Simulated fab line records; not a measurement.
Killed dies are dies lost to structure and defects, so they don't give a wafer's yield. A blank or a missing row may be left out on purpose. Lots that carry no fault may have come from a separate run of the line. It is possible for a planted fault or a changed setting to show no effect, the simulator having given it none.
The tool behind it: which one? / flow nandHarc / 18 wafers from 6 lots sampled at 4 of the route's 1159 steps

## WHAT EACH GAUGE READ, for each wafer
NHARC_THIN_TSV_THK_MEAS_02: measures by ir.
lot=L852; measured=day 19 02:41; on=filmMetro-02; thkNm (nm)=2835 2726 2760
lot=L856; measured=day 19 09:28; on=filmMetro-01; thkNm (nm)=3226 2989 3386
lot=L860; measured=day 19 21:53; on=filmMetro-01; thkNm (nm)=2789 2707 2638
lot=L861; measured=day 20 18:20; on=filmMetro-02; thkNm (nm)=3025 3166 3079
lot=L865; measured=day 21 10:56; on=filmMetro-01; thkNm (nm)=2583 2627 2992
lot=L873; measured=day 23 23:16; on=filmMetro-01; thkNm (nm)=3213 3018 3095

## WHICH TOOL RAN EACH LOT (tool, then ch and the chambers of the sampled wafers, then the start)
lot=L852; NHARC_A_CHANNEL_HOLE_D1_ETCH_34=rieDiel-02 ch 2,3, day 8 14:53; NHARC_A_M1_DEP_33=pecvd-03 ch 0,1,2, day 18 03:52; NHARC_A_BONDPAD_CMP_29=cmp-04 ch 1,2,3, day 18 04:49
lot=L856; NHARC_A_CHANNEL_HOLE_D1_ETCH_34=rieDiel-03 ch 0,1,3, day 9 03:09; NHARC_A_M1_DEP_33=pecvd-02 ch 1,2, day 18 14:04; NHARC_A_BONDPAD_CMP_29=cmp-01 ch 1,2,3, day 18 15:03
lot=L860; NHARC_A_CHANNEL_HOLE_D1_ETCH_34=rieDiel-03 ch 0,1,3, day 9 20:59; NHARC_A_M1_DEP_33=pecvd-01 ch 0,1,2, day 19 05:36; NHARC_A_BONDPAD_CMP_29=cmp-04 ch 0,3, day 19 06:36
lot=L861; NHARC_A_CHANNEL_HOLE_D1_ETCH_34=rieDiel-02 ch 0,3, day 10 16:34; NHARC_A_M1_DEP_33=pecvd-02 ch 0,2, day 20 00:50; NHARC_A_BONDPAD_CMP_29=cmp-01 ch 1,2,3, day 20 01:46
lot=L865; NHARC_A_CHANNEL_HOLE_D1_ETCH_34=rieDiel-03 ch 0,1,2, day 11 15:09; NHARC_A_M1_DEP_33=pecvd-02 ch 0,2, day 20 17:22; NHARC_A_BONDPAD_CMP_29=cmp-04 ch 0,1,3, day 20 18:19
lot=L873; NHARC_A_CHANNEL_HOLE_D1_ETCH_34=rieDiel-02 ch 1,3, day 13 11:50; NHARC_A_M1_DEP_33=pecvd-03 ch 0,2, day 23 04:03; NHARC_A_BONDPAD_CMP_29=cmp-01 ch 0,2,3, day 23 05:02
- NHARC_A_CHANNEL_HOLE_D1_ETCH_34: etches the open film in CF4/CHF3, target depth 154 nm, time 77 s.
- NHARC_A_M1_DEP_33: deposits SiCN, target thk 30 nm.
- NHARC_A_BONDPAD_CMP_29: polishes SiCN, target thk 200 nm.

## THE ANSWER, worked out from the rows above alone
Rule: the usual values come from the lots themselves. Put in order of their means at a reading, lots are off if they are a third of the lots or fewer, leave a main group of 4 or more, and stand apart from it by a gap of 3 or more times the standard deviation of the main group's means; of several such gaps the widest counts. If all means in a main group match to the digits the tables above print for the reading, that group is not used. Also off: a lot with no number at a reading for which 4 or more lots have one. Any other lot the step has rows for is counted as sound.
No lot is off on any of the readings shown, so nothing can be concluded from this.

## WHAT WAS PUT IN BY THE SIMULATOR
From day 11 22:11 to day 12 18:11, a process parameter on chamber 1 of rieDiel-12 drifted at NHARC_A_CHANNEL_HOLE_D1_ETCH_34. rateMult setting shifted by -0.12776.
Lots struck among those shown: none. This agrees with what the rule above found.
